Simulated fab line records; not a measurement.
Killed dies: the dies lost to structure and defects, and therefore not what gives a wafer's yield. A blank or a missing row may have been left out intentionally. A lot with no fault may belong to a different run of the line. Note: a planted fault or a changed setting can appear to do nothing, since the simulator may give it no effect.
Matching of chambers :: flow nand-harc :: NHARC_P_M2_CMP_23 on cmp-01 has 4 sister chambers
The step polishes, t overpolish 20 s, target thk 144.3 nm. 4 wafers are shown with their chamber, then 8 later ones without.

EACH WAFER AND ITS CHAMBER
wafer: L647.1
chamber: 3
motor-current-A (A): 12.5

wafer: L651.1
chamber: 0
motor-current-A (A): 13.2

wafer: L654.1
chamber: 2
motor-current-A (A): 12.4

wafer: L658.2
chamber: 1
motor-current-A (A): 13.7

WAFERS WHOSE CHAMBER IS MISSING
wafer: L658.5
motor-current-A (A): 13.4

wafer: L658.6
motor-current-A (A): 13.7

wafer: L659.4
motor-current-A (A): 12.9

wafer: L659.5
motor-current-A (A): 12.2

wafer: L659.6
motor-current-A (A): 13.6

wafer: L664.1
motor-current-A (A): 12.1

wafer: L664.5
motor-current-A (A): 12.0

wafer: L664.6
motor-current-A (A): 13.3

WHICH CHAMBER EACH ONE RAN IN
wafer: L658.5
from the rows above: can't be placed: 0 or 1
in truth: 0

wafer: L658.6
from the rows above: 1
in truth: 1

wafer: L659.4
from the rows above: can't be placed: 0 or 3 or 2
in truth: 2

wafer: L659.5
from the rows above: can't be placed: 2 or 3
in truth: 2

wafer: L659.6
from the rows above: can't be placed: 1 or 0
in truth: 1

wafer: L664.1
from the rows above: can't be placed: 2 or 3
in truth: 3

wafer: L664.5
from the rows above: can't be placed: 2 or 3
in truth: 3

wafer: L664.6
from the rows above: can't be placed: 0 or 1
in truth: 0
Correct placement for 1 of the 8. From these rows, 7 cannot be placed; in 7 the true chamber is one of the candidates. Placed wrongly: 0.
How it was worked out, from the rows above alone: a wafer's distance from a chamber is the root of the sum, over the readings, of the square of ((its reading less the chamber's mean) divided by the reading's scatter). If the next closest chamber is less than 2 further off than the closest, the wafer can't be placed; otherwise it belongs to the closest. A chamber's mean is the mean of its shown wafers. The scatter: with one shown wafer a chamber, the root of the mean of the squares of how far each hidden wafer lies from its nearest shown one.
